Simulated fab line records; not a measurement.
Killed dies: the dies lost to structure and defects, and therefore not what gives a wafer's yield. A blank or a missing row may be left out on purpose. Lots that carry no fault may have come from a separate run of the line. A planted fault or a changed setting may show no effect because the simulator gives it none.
fab line records | flow n5Finfet | part 1 of 2: steps 1 to 15 of 26
record lots=5 wafers=15 lastDay=17
route steps=1938 shown BEOL_M10@1501
lots untouched by any fault: they come from a run of this same line in which no faults occurred
startH: start of the lot's first displayed wafer, in hours after the record's first day | waitH: hours since the lot's step before | " as in the row above | L1.1+2: a row that stands for several wafers | - no value, or no start given | * or withheld: withheld | < > ~ a bound
route shown NAME@n: a module of which the file shows steps, and the number in the route of the first | usual: the fault-free wafers' mean and standard deviation | same: alike in all rows | chamber/n: place in a boat | sites: readings site by site | _std_site: the standard deviation of these | _edge_site: mean of outer sites minus mean of inner sites | radiusMm: how far each site lies from the wafer's centre | mask NAME#n: copy n | behind: tool/chamber where the wafer was last shaped | hold: why the lot went on hold/how many hours it stayed there/how the hold came to an end | device: which transistor (n, p or np) failed to switch | end of line: the same wafers' tests at the end of the route | a step without rows: its recipe alone | killed: not the wafer's yield, but the dies lost to structure and defects at the first sort | map: per-die view of a wafer (x killed, . not killed, _ where there is no die)
set.NAME: setting as actually run; set.NAME@STEP: the setting as run at that earlier step | model.NAME: the simulator's own value behind a step, which no gauge read
a table for each step, a row for each wafer; lots at some steps of the route
services: the hour from which a tool's chamber was out of use, counted from the record's first day as startH (under 0 if before that day), plus the number of hours and why
## steps
# step N5_BEOL_M10_DEVELOP_27
# recipe developTimeS=30 developer=TMAH resist=CAR-ArF rinseLiquid=diw dry=airSpin devTempC=23
# usual exhaustPa=44.8/0.91
# columns lot.wafer tool chamber startH waitH exhaustPa
L074.3 lithoTrack-04 0 - - 46.5
L074.4 " 0 " " 46.4
L074.6 " 0 " " 44.1
L079.1 lithoTrack-01 0 - - 42.4
L079.5 " 0 " " 45.8
L079.6 " 0 " " 44.2
L084.1 lithoTrack-02 0 - - 43.6
L084.2 " 0 " " 42.9
L084.4 " 0 " " 43.5
L091.2 lithoTrack-01 0 - - 44.4
L091.4 " 0 " " 46.0
L091.5 " 0 " " 45.2
L093.2 lithoTrack-01 0 - - 44.0
L093.3 " 0 " " 44.1
L093.6 " 0 " " 44.5
# step N5_BEOL_M10_CD_MEAS_28
# recipe targetCdNm=70 landingEnergyEv=500 detector=seInlens polarity=opening
# usual cdNm=70.0/1.1
# columns lot.wafer tool chamber startH waitH cdNm
L074.3 cdSem-01 0 210.78 - 70.5
L074.4 " 0 " " 71.3
L074.6 " 0 " " 69.4
L079.1 cdSem-02 0 246.03 - 67.7
L079.5 " 0 " " 67.9
L079.6 " 0 " " 67.3
L084.1 cdSem-01 0 283.43 - 70.7
L084.2 " 0 " " 68.6
L084.4 " 0 " " 69.6
L091.2 cdSem-02 0 334.11 - 71.1
L091.4 " 0 " " 68.6
L091.5 " 0 " " 70.1
L093.2 cdSem-01 0 349.04 - 68.9
L093.3 " 0 " " 68.2
L093.6 " 0 " " 69.6
# step N5_BEOL_M10_OVL_MEAS_29
# recipe pointsPerWafer=44
# usual V9_OVL=0.0/0.65
# columns lot.wafer tool chamber startH waitH V9_OVL[nm]
L074.3 overlay-01 0 210.81 0.0 -0.1
L074.4 " 0 " " 0.0
L074.6 " 0 " " -0.8
L079.1 overlay-01 0 246.06 0.0 0.3
L079.5 " 0 " " 0.9
L079.6 " 0 " " 1.2
L084.1 overlay-01 0 283.46 0.0 0.7
L084.2 " 0 " " -0.4
L084.4 " 0 " " 0.0
L091.2 overlay-02 0 334.14 0.0 0.7
L091.4 " 0 " " 0.9
L091.5 " 0 " " 1.9
L093.2 overlay-01 0 349.07 0.0 -1.0
L093.3 " 0 " " 1.2
L093.6 " 0 " " 0.4
# step N5_BEOL_M10_INSPECT_30
# recipe mode=adi inspectInstrument=brightfield
# usual rawDefectCount=407/94
# columns lot.wafer tool chamber startH waitH rawDefectCount
L074.3 defectInspect-01 - 210.83 0.0 510
L074.4 " - " " 445
L074.6 " - " " 375
L079.1 defectInspect-01 - 246.09 0.0 463
L079.5 " - " " 467
L079.6 " - " " 399
L084.1 defectInspect-02 - 283.49 0.0 330
L084.2 " - " " 412
L084.4 " - " " 356
L091.2 defectInspect-01 - 334.16 0.0 458
L091.4 " - " " 506
L091.5 " - " " 480
L093.2 defectInspect-02 - 349.10 0.0 437
L093.3 " - " " 323
L093.6 " - " " 409
# step N5_BEOL_M10_DESCUM_33
# recipe chemistry=O2 timeS=7.9 sourcePowerW=50 biasPowerW=20 pressureMtorr=20 rfFrequencyHz=2.712e+07 tempC=40 resist=CAR-ArF o2FlowSccm=225
# usual drypumpMotorCurrentA=5.6/0.46 oesProductAu=0.81/0.067 rfVppV=243.1/1.2 showerheadPlenumPTorr=2.08/0.064 throttleValvePct=20.21/0.22
# same timeS=7.9
# columns lot.wafer tool chamber startH waitH drypumpMotorCurrentA oesProductAu rfHoursCounterH rfVppV showerheadPlenumPTorr throttleValvePct
L074.3 rieDiel-01 0 210.87 0.0 5.6 0.71 188 243.5 2.16 20.25
L074.4 " 3 " " 4.8 0.77 106 243.5 2.07 19.77
L074.6 " 3 " " 4.8 0.77 - 242.7 2.07 19.77
L079.1 rieDiel-01 2 246.90 0.8 5.6 0.86 51 244.0 2.12 20.36
L079.5 " 2 " " 5.6 0.86 - 243.3 2.12 20.35
L079.6 " 3 " " 4.8 0.75 - 244.0 2.06 19.79
L084.1 rieDiel-04 0 283.77 0.3 5.9 0.89 29 242.8 2.04 20.43
L084.2 " 1 " " 5.2 0.86 52 245.4 2.23 20.22
L084.4 " 1 " " 5.2 0.84 - 245.0 2.23 20.24
L091.2 rieDiel-01 0 334.49 0.3 5.6 0.68 235 243.7 2.15 20.33
L091.4 " 2 " " 5.6 0.82 - 244.2 2.11 20.40
L091.5 " 3 " " 4.8 0.72 - 243.6 2.05 19.83
L093.2 rieDiel-04 2 349.13 0.0 5.0 0.78 112 241.8 2.11 20.24
L093.3 " 0 " " 5.9 0.85 54 242.0 2.03 20.48
L093.6 " 2 " " 5.0 0.78 - 242.6 2.11 20.22
# step N5_BEOL_M10_ETCH_65
# recipe chemistry=CF4 target=SiARC targetDepthA=390 maskMaterial=CAR-ArF timeS=65 ionEnergyEv=80 pressureMtorr=40 sourceW=545 biasW=36 Ar_flow_sccm=100 cf4FlowSccm=100 ends=cleared
# usual biasW=36.00/0.12 drypumpMotorCurrentA=5.6/0.47 etchRfOnTimeS=65.2/2.5 oesProductAu=0.69/0.063 rfVppV=184.0/1.1 showerheadPlenumPTorr=2.14/0.06 throttleValvePct=15.43/0.23
# columns lot.wafer tool chamber startH waitH biasW drypumpMotorCurrentA etchRfOnTimeS oesProductAu rfHoursCounterH rfVppV showerheadPlenumPTorr throttleValvePct
L074.3 rieDiel-01 0 210.90 0.0 36.09 5.6 66.2 0.61 188 183.4 2.22 15.62
L074.4 " 3 " " 35.87 4.8 64.8 0.66 106 184.0 2.15 15.16
L074.6 " 3 " " 35.81 4.8 64.6 0.66 - 184.3 2.15 15.16
L079.1 rieDiel-01 2 246.94 0.0 35.92 5.6 62.8 0.74 51 185.0 2.18 15.48
L079.5 " 2 " " 35.97 5.5 62.7 0.74 - 184.4 2.18 15.48
L079.6 " 3 " " 35.83 4.8 63.3 0.66 - 184.4 2.14 15.21
L084.1 rieDiel-04 0 283.80 0.0 36.15 5.9 65.6 0.74 29 183.9 2.10 15.60
L084.2 " 1 " " 35.89 5.2 65.0 0.74 52 186.4 2.27 15.45
L084.4 " 1 " " 35.92 5.2 64.2 0.73 - 186.5 2.27 15.45
L091.2 rieDiel-01 0 334.52 0.0 36.12 5.7 65.8 0.58 235 185.0 2.20 15.70
L091.4 " 2 " " 36.04 5.6 64.1 0.69 - 185.1 2.16 15.54
L091.5 " 3 " " 36.03 4.8 66.1 0.62 - 183.0 2.13 15.26
L093.2 rieDiel-04 2 349.17 0.0 35.88 4.9 65.8 0.66 112 183.5 2.15 15.30
L093.3 " 0 " " 35.91 5.9 66.0 0.71 54 183.7 2.10 15.65
L093.6 " 2 " " 36.02 4.9 66.4 0.66 - 184.9 2.15 15.29
# step N5_BEOL_M10_ETCH_66
# recipe chemistry=N2/H2 target=SOC targetDepthA=1200 overetchA=240 maskMaterial=SiARC tempC=40 timeS=180 ionEnergyEv=200 pressureMtorr=30 sourceW=840 biasW=150 n2FlowSccm=200 h2FlowSccm=200
# usual biasW=150.0/0.47 drypumpMotorCurrentA=5.6/0.46 h2FlowSccm=200.0/0.54 oesProductAu=0.66/0.051 rfVppV=523.6/2.1 showerheadPlenumPTorr=2.53/0.079 throttleValvePct=17.65/0.17
# same timeS=180
# columns lot.wafer tool chamber startH waitH biasW drypumpMotorCurrentA h2FlowSccm oesProductAu rfHoursCounterH rfVppV showerheadPlenumPTorr throttleValvePct
L074.3 rieDiel-01 0 210.95 0.0 149.9 5.6 199.7 0.58 188 525.2 2.64 17.70
L074.4 " 3 " " 150.6 4.8 199.9 0.63 106 525.3 2.56 17.55
L074.6 " 3 " " 150.0 4.8 199.9 0.63 - 522.5 2.56 17.56
L079.1 rieDiel-01 2 246.99 0.0 149.7 5.6 199.9 0.69 51 526.2 2.58 17.68
L079.5 " 2 " " 149.7 5.6 199.7 0.68 - 524.2 2.58 17.67
L079.6 " 3 " " 150.7 4.8 199.6 0.62 - 524.6 2.56 17.56
L084.1 rieDiel-04 0 283.85 0.0 150.2 5.9 200.3 0.71 29 523.0 2.46 17.63
L084.2 " 1 " " 150.1 5.2 199.9 0.70 52 528.7 2.72 17.72
L084.4 " 1 " " 149.7 5.2 200.0 0.70 - 526.5 2.72 17.72
L091.2 rieDiel-01 0 334.57 0.0 150.6 5.7 200.6 0.56 235 525.6 2.62 17.76
L091.4 " 2 " " 150.4 5.6 199.3 0.65 - 524.7 2.56 17.75
L091.5 " 3 " " 150.1 4.8 200.2 0.59 - 523.5 2.54 17.63
L093.2 rieDiel-04 2 349.22 0.0 149.9 5.0 200.0 0.62 112 524.0 2.57 17.81
L093.3 " 0 " " 150.2 5.9 198.8 0.67 54 523.0 2.45 17.66
L093.6 " 2 " " 150.8 5.0 200.0 0.62 - 525.2 2.57 17.82
# step N5_BEOL_M10_STRIP_69
# recipe chemistry=N2/H2 tempC=40 n2FlowSccm=200 h2FlowSccm=200 rfFrequencyHz=6e+07
# columns lot.wafer tool chamber startH waitH
L074.3+4+6 rieDiel-01 0,3,3 211.07 0.1
L079.1+5+6 rieDiel-01 2,2,3 247.10 0.1
L084.1+2+4 rieDiel-04 0,1,1 283.97 0.1
L091.2+4+5 rieDiel-01 0,2,3 334.68 0.1
L093.2+3+6 rieDiel-04 2,0,2 349.33 0.1
# step N5_BEOL_M10_VIA_ETCH_34
# recipe chemistry=C4F6/O2 target=SiCOH_lowk targetDepthA=1845 maskMaterial=SOC taperDeg=4 timeS=69.2 ionEnergyEv=250 pressureMtorr=30 sourceW=345 biasW=185 Ar_flow_sccm=300 C4F6_flow_sccm=10 O2_flow_sccm=10
# usual biasW=185.0/0.6 drypumpMotorCurrentA=5.6/0.46 oes_o_777_au=0.80/0.081 oesProductAu=0.81/0.071 rfVppV=673/21 showerheadPlenumPTorr=2.84/0.087 throttleValvePct=20.73/0.27
# same timeS=69.2
# columns lot.wafer tool chamber startH waitH biasW drypumpMotorCurrentA oes_o_777_au oesProductAu rfHoursCounterH rfVppV showerheadPlenumPTorr throttleValvePct
L074.3 rieDiel-01 0 211.08 0.0 185.1 5.6 0.71 0.72 188 702 2.95 20.81
L074.4 " 3 " " 185.9 4.8 0.77 0.77 106 637 2.86 20.48
L074.6 " 3 " " 185.9 4.8 0.76 0.78 - 636 2.86 20.49
L079.1 rieDiel-01 2 247.11 0.0 186.0 5.6 0.82 0.86 51 667 2.91 20.95
L079.5 " 2 " " 185.0 5.6 0.83 0.86 - 666 2.91 20.93
L079.6 " 3 " " 185.2 4.8 0.75 0.76 - 638 2.86 20.51
L084.1 rieDiel-04 0 283.98 0.0 184.0 5.9 0.87 0.87 29 680 2.76 20.78
L084.2 " 1 " " 185.5 5.2 0.91 0.86 52 655 3.02 20.75
L084.4 " 1 " " 184.6 5.2 0.91 0.85 - 657 3.02 20.74
L091.2 rieDiel-01 0 334.69 0.0 183.9 5.6 0.68 0.68 235 702 2.93 20.87
L091.4 " 2 " " 184.7 5.6 0.78 0.81 - 665 2.89 20.98
L091.5 " 3 " " 184.8 4.8 0.72 0.71 - 635 2.84 20.56
L093.2 rieDiel-04 2 349.34 0.0 186.4 5.0 0.75 0.79 112 686 2.87 20.68
L093.3 " 0 " " 184.1 5.8 0.84 0.84 54 678 2.75 20.84
L093.6 " 2 " " 185.4 5.0 0.75 0.78 - 684 2.87 20.69
# step N5_BEOL_M10_STRIP_73
# recipe chemistry=C4F6/O2 resist=SiARC rfFrequencyHz=6e+07
# columns lot.wafer tool chamber startH waitH
L074.3+4+6 rieDiel-01 0,3,3 211.13 0.0
L079.1+5+6 rieDiel-01 2,2,3 247.17 0.0
L084.1+2+4 rieDiel-04 0,1,1 284.03 0.0
L091.2+4+5 rieDiel-01 0,2,3 334.75 0.0
L093.2+3+6 rieDiel-04 2,0,2 349.39 0.0
# step N5_BEOL_M10_STRIP_36
# recipe chemistry=N2/H2 powerW=450 tempC=40 pressureMtorr=20 rfFrequencyHz=6e+07 overashFraction=0.3 biasPowerW=7 h2Frac=0.5 n2FlowSccm=200 h2FlowSccm=200
# usual drypumpMotorCurrentA=5.6/0.46 h2FlowSccm=199.9/0.6 oesProductAu=0.81/0.067 rfVppV=59.0/1.8 showerheadPlenumPTorr=2.53/0.079 throttleValvePct=23.49/0.19
# columns lot.wafer tool chamber startH waitH drypumpMotorCurrentA h2FlowSccm oesProductAu rfHoursCounterH rfVppV showerheadPlenumPTorr throttleValvePct
L074.3 rieDiel-01 0 211.14 0.0 5.7 199.1 0.73 188 60.0 2.63 23.26
L074.4 " 3 " " 4.8 199.8 0.76 106 61.5 2.56 23.54
L074.6 " 3 " " 4.8 200.2 0.74 - 58.6 2.56 23.53
L079.1 rieDiel-01 2 247.18 0.0 5.6 199.6 0.88 51 58.3 2.58 23.56
L079.5 " 2 " " 5.6 199.8 0.88 - 58.5 2.57 23.60
L079.6 " 3 " " 4.8 199.5 0.75 - 60.4 2.55 23.53
L084.1 rieDiel-04 0 284.04 0.0 5.9 199.7 0.87 29 60.1 2.46 23.40
L084.2 " 1 " " 5.1 199.7 0.86 52 59.9 2.72 23.46
L084.4 " 1 " " 5.1 200.0 0.85 - 59.1 2.72 23.48
L091.2 rieDiel-01 0 334.76 0.0 5.7 199.8 0.68 235 59.0 2.61 23.29
L091.4 " 2 " " 5.6 199.7 0.81 - 59.1 2.56 23.62
L091.5 " 3 " " 4.8 199.9 0.71 - 60.8 2.54 23.61
L093.2 rieDiel-04 2 349.40 0.0 5.0 200.2 0.78 112 57.8 2.57 23.91
L093.3 " 0 " " 5.9 199.1 0.84 54 57.2 2.45 23.45
L093.6 " 2 " " 5.0 200.4 0.78 - 61.6 2.57 23.93
# step N5_BEOL_M10_TRENCH_ETCH_37
# recipe chemistry=C4F6/O2 targetDepthA=1488.3 target=SiCOH_lowk timeS=48 ionEnergyEv=250 pressureMtorr=30 sourceW=345 biasW=185 Ar_flow_sccm=300 C4F6_flow_sccm=10 O2_flow_sccm=10
# usual biasW=185.0/0.62 drypumpMotorCurrentA=5.6/0.46 oes_o_777_au=0.80/0.081 oesProductAu=0.81/0.071 rfVppV=673/21 showerheadPlenumPTorr=2.84/0.088 throttleValvePct=20.76/0.27
# same timeS=48
# columns lot.wafer tool chamber startH waitH biasW drypumpMotorCurrentA oes_o_777_au oesProductAu rfHoursCounterH rfVppV showerheadPlenumPTorr throttleValvePct
L074.3 rieDiel-01 0 - - 184.3 5.6 0.71 0.72 188 702 2.95 20.85
L074.4 " 3 " " 185.0 4.8 0.77 0.78 106 637 2.86 20.53
L074.6 " 3 " " 184.9 4.8 0.76 0.76 - 638 2.86 20.53
L079.1 rieDiel-01 2 - - 184.8 5.6 0.83 0.87 51 666 2.91 20.97
L079.5 " 2 " " 185.2 5.6 0.83 0.87 - 666 2.91 20.95
L079.6 " 3 " " 184.8 4.8 0.75 0.75 - 636 2.86 20.54
L084.1 rieDiel-04 0 - - 184.6 5.9 0.87 0.87 29 677 2.76 20.82
L084.2 " 1 " " 186.0 5.2 0.90 0.85 52 657 3.02 20.76
L084.4 " 1 " " 184.4 5.2 0.91 0.85 - 657 3.02 20.75
L091.2 rieDiel-01 0 - - 185.3 5.7 0.68 0.69 235 701 2.93 20.92
L091.4 " 2 " " 184.9 5.6 0.79 0.81 - 664 2.89 21.01
L091.5 " 3 " " 185.3 4.8 0.72 0.72 - 636 2.84 20.59
L093.2 rieDiel-04 2 - - 184.6 5.0 0.74 0.77 112 685 2.87 20.72
L093.3 " 0 " " 185.1 5.9 0.83 0.82 54 679 2.75 20.85
L093.6 " 2 " " 184.2 5.0 0.75 0.78 - 683 2.87 20.72
# step N5_BEOL_M10_ETCH_41
# recipe chemistry=CH3F/O2 target=SiCN targetDepthA=426 taperDeg=2 timeS=86 ionEnergyEv=120 maskMaterial=TiN pressureMtorr=30 sourceW=395 biasW=75 Ar_flow_sccm=150 CH3F_flow_sccm=30 O2_flow_sccm=20
# usual biasW=74.98/0.24 drypumpMotorCurrentA=5.6/0.46 oesProductAu=0.81/0.071 rfVppV=297.1/1.3 showerheadPlenumPTorr=1.99/0.063 throttleValvePct=16.14/0.24
# same timeS=86
# columns lot.wafer tool chamber startH waitH biasW drypumpMotorCurrentA oesProductAu rfHoursCounterH rfVppV showerheadPlenumPTorr throttleValvePct
L074.3 rieDiel-01 0 - - 74.70 5.6 0.71 188 299.0 2.08 16.30
L074.4 " 3 " " 75.21 4.8 0.77 106 296.4 2.01 15.90
L074.6 " 3 " " 75.38 4.8 0.77 - 296.7 2.01 15.88
L079.1 rieDiel-01 2 - - 74.83 5.6 0.86 52 299.4 2.04 16.27
L079.5 " 2 " " 74.63 5.6 0.86 - 297.3 2.04 16.27
L079.6 " 3 " " 75.04 4.8 0.75 - 295.0 2.00 15.89
L084.1 rieDiel-04 0 - - 74.85 5.9 0.87 29 296.6 1.95 16.21
L084.2 " 1 " " 74.66 5.2 0.85 52 300.8 2.13 16.14
L084.4 " 1 " " 74.68 5.2 0.86 - 299.8 2.13 16.14
L091.2 rieDiel-01 0 - - 74.99 5.6 0.68 235 298.8 2.06 16.37
L091.4 " 2 " " 74.59 5.6 0.82 - 296.5 2.03 16.31
L091.5 " 3 " " 74.86 4.8 0.72 - 296.2 1.99 15.98
L093.2 rieDiel-04 2 - - 75.23 5.0 0.78 112 298.4 2.02 16.08
L093.3 " 0 " " 75.14 5.9 0.84 54 296.3 1.94 16.27
L093.6 " 2 " " 75.23 5.0 0.78 - 296.2 2.02 16.08
# step N5_BEOL_M10_STRIP_77
# recipe chemistry=N2/H2 timeS=10 powerW=450 tempC=40 pressureMtorr=20 rfFrequencyHz=6e+07 biasPowerW=7 n2FlowSccm=200 h2FlowSccm=200
# usual drypumpMotorCurrentA=5.6/0.47 h2FlowSccm=200.0/0.59 oesProductAu=0.81/0.068 rfVppV=59.1/0.84 showerheadPlenumPTorr=2.53/0.079 throttleValvePct=23.49/0.19
# same timeS=10
# columns lot.wafer tool chamber startH waitH drypumpMotorCurrentA h2FlowSccm oesProductAu rfHoursCounterH rfVppV showerheadPlenumPTorr throttleValvePct
L074.3 rieDiel-01 0 - - 5.7 199.8 0.71 188 60.6 2.63 23.26
L074.4 " 3 " " 4.8 200.0 0.76 106 58.8 2.56 23.52
L074.6 " 3 " " 4.8 199.8 0.76 - 58.5 2.56 23.53
L079.1 rieDiel-01 2 - - 5.6 199.0 0.88 52 58.9 2.58 23.57
L079.5 " 2 " " 5.6 199.7 0.87 - 59.1 2.58 23.56
L079.6 " 3 " " 4.8 200.1 0.76 - 59.2 2.55 23.53
L084.1 rieDiel-04 0 - - 5.9 199.7 0.88 29 59.2 2.46 23.41
L084.2 " 1 " " 5.2 200.2 0.85 52 59.4 2.72 23.45
L084.4 " 1 " " 5.2 200.3 0.85 - 59.0 2.72 23.49
L091.2 rieDiel-01 0 - - 5.6 200.4 0.69 235 57.6 2.61 23.31
L091.4 " 2 " " 5.6 199.1 0.82 - 60.6 2.56 23.62
L091.5 " 3 " " 4.8 199.7 0.72 - 58.6 2.54 23.59
L093.2 rieDiel-04 2 - - 5.0 200.0 0.77 112 58.8 2.57 23.93
L093.3 " 0 " " 5.9 199.9 0.84 55 59.9 2.45 23.44
L093.6 " 2 " " 5.0 200.9 0.78 - 58.3 2.57 23.93
# step N5_BEOL_M10_OCD_MEAS_38
# usual trenchDepthNm=149/4
# columns lot.wafer tool chamber startH waitH trenchDepthNm
L074.3 ocd-01 - 211.36 - 148
L074.4 " - " " 150
L074.6 " - " " 148
L079.1 ocd-01 - 247.40 - 152
L079.5 " - " " 154
L079.6 " - " " 147
L084.1 ocd-01 - 284.26 - 148
L084.2 " - " " 146
L084.4 " - " " 146
L091.2 ocd-02 - 334.98 - 148
L091.4 " - " " 151
L091.5 " - " " 145
L093.2 ocd-01 - 349.63 - 149
L093.3 " - " " 147
L093.6 " - " " 148
